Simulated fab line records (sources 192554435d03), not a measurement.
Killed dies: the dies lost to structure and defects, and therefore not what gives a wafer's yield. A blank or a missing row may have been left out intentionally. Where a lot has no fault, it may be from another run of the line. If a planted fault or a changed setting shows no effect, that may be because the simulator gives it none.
Split-lot trial -- flow n5 finfet -- 7 lots, 21 wafers read, on a route of 1938 steps

## ABOUT THE SPLIT
At N5_BEOL_M10_COAT_64 (time 60 s, resist thk 30 nm), the setting spin rpm was moved away from the recipe's 1500 rpm on 3 of the 21 wafers read, by -10.5% to +6.3%. This setting was run at the recipe's value on the other wafers.

## FROM THE SPLIT TO THE READING: what the file shows between them, 6 steps
- N5_BEOL_M10_EXPOSE_25: exposes mask V9 (also split here: dose mj)
- N5_BEOL_M10_PEB_26: peb time 60 s
- N5_BEOL_M10_DEVELOP_27: develop time 30 s
- N5_BEOL_M10_CD_MEAS_28: target cd 70 nm
- N5_BEOL_M10_DESCUM_33: chemistry O2, time 7.9 s
- N5_BEOL_M10_ETCH_65: etches SiARC in CF4, target depth 39 nm, time 65 s

## THE READING
SiARC_of_BEOL_M10_COAT_64.thk nm (the simulator's own value, which no gauge read), in nm, at N5_BEOL_M10_ETCH_66 (etches SOC in N2/H2, target depth 120 nm, overetch 24 nm, time 180 s). The file gives no usual value for it. Across the 18 wafers here that went through the recipe, the average is 22.8 nm and the standard deviation 0.25 nm.

wafer,"tool, chamber at the split","spin rpm as run, rpm",against the recipe,"SiARC_of_BEOL_M10_COAT_64.thk nm, nm",against lot-mates on the recipe
L079.3,"litho track-03, 0",1500,recipe,22.8,-
L079.5,"litho track-03, 0",1500,recipe,22.8,-
L079.6,"litho track-03, 0",1500,recipe,22.8,-
L081.2,"litho track-01, 0",1500,recipe,22.4,-
L081.4,"litho track-01, 0",1500,recipe,22.8,-
L081.6,"litho track-01, 0",1500,recipe,22.6,-
L090.1,"litho track-01, 0",1343,-10.5%,24.4,+1.6
L090.2,"litho track-01, 0",1500,recipe,22.8,-
L090.6,"litho track-01, 0",1343,-10.5%,24.6,+1.8
L087.2,"litho track-01, 0",1500,recipe,22.4,-
L087.3,"litho track-01, 0",1500,recipe,23.2,-
L087.6,"litho track-01, 0",1500,recipe,23.4,-
L091.1,"litho track-02, 0",1500,recipe,22.6,-
L091.4,"litho track-02, 0",1500,recipe,22.4,-
L091.5,"litho track-02, 0",1500,recipe,22.8,-
L097.3,"litho track-03, 0",1500,recipe,22.8,-
L097.4,"litho track-03, 0",1500,recipe,22.8,-
L097.5,"litho track-03, 0",1500,recipe,22.8,-
L096.3,"litho track-03, 0",1595,+6.3%,22,-0.9
L096.5,"litho track-03, 0",1500,recipe,22.8,-
L096.6,"litho track-03, 0",1500,recipe,23,-

THE FIT
A straight line over all 21 wafers: SiARC_of_BEOL_M10_COAT_64.thk nm changes by -0.157 nm for each +1% of spin rpm; r = -0.92; the points scatter about the line by 0.25 nm.
The same after taking each lot's own level away (the mean of its wafers on the recipe; 21 wafers): -0.159 nm for each +1%; r = -0.94; scatter 0.2 nm.
Per that fit: largest spin rpm move, reading shift of 1.7 nm.
The lots' own levels span 22.60 to 23.00 nm, that is 1.6 times the standard deviation above.
Consequently the slope shifts little with the lot-to-lot level, the two slopes agreeing.
Check: +1.72 nm against its lot-mates is what the line predicts for one of the wafers moved furthest among these (-10.5%) when that wafer is left out of the fit. Against them it came out at +1.6 nm.

## FURTHER SPLITS ON THESE WAFERS
Other splits were also applied to these wafers ahead of the reading. Each is held against what the fit with the lots' levels taken away leaves over:
other split on the same wafers,wafers away from the commonest value,r with SiARC_of_BEOL_M10_COAT_64.thk nm (lot level and that fit taken away)
N5_BEOL_M9_ILD_DEP_00 time s,6,+0.02
N5_BEOL_M9_PECVD_70 temp c,7,+0.18
N5_BEOL_M9_EXPOSE_25 dose mj,7,+0.14
N5_BEOL_M9_ETCH_66 time s,5,-0.38
N5_BEOL_M10_EXPOSE_25 dose mj,4,-0.15

## THE WHOLE CHAIN: every reading that the file lists as answering this split, in the file's order
step,what it does,reading,change (the file's fit),r (the file's)
N5_BEOL_M10_COAT_64,"time 60 s, resist thk 30 nm","SiARC_of_BEOL_M10_COAT_64.thk nm (the simulator's own value, which no gauge read)",-0.149 nm for each +1% of the setting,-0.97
N5_BEOL_M10_ETCH_65,"etches SiARC in CF4, target depth 39 nm, time 65 s","etch.depth nm (the simulator's own value, which no gauge read)",-0.145 nm for each +1% of the setting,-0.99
N5_BEOL_M10_ETCH_65,"etches SiARC in CF4, target depth 39 nm, time 65 s","CAR-ArF_of_BEOL_M10_COAT_22.thk nm (the simulator's own value, which no gauge read)",+0.172 nm for each +1% of the setting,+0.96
N5_BEOL_M10_ETCH_66,"etches SOC in N2/H2, target depth 120 nm, overetch 24 nm, time 180 s","SiARC_of_BEOL_M10_COAT_64.thk nm (the simulator's own value, which no gauge read)",-0.157 nm for each +1% of the setting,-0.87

## FILE'S OWN FIT
SiARC_of_BEOL_M10_COAT_64.thk nm changes by -0.157 nm for each +1% of spin rpm, r = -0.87.
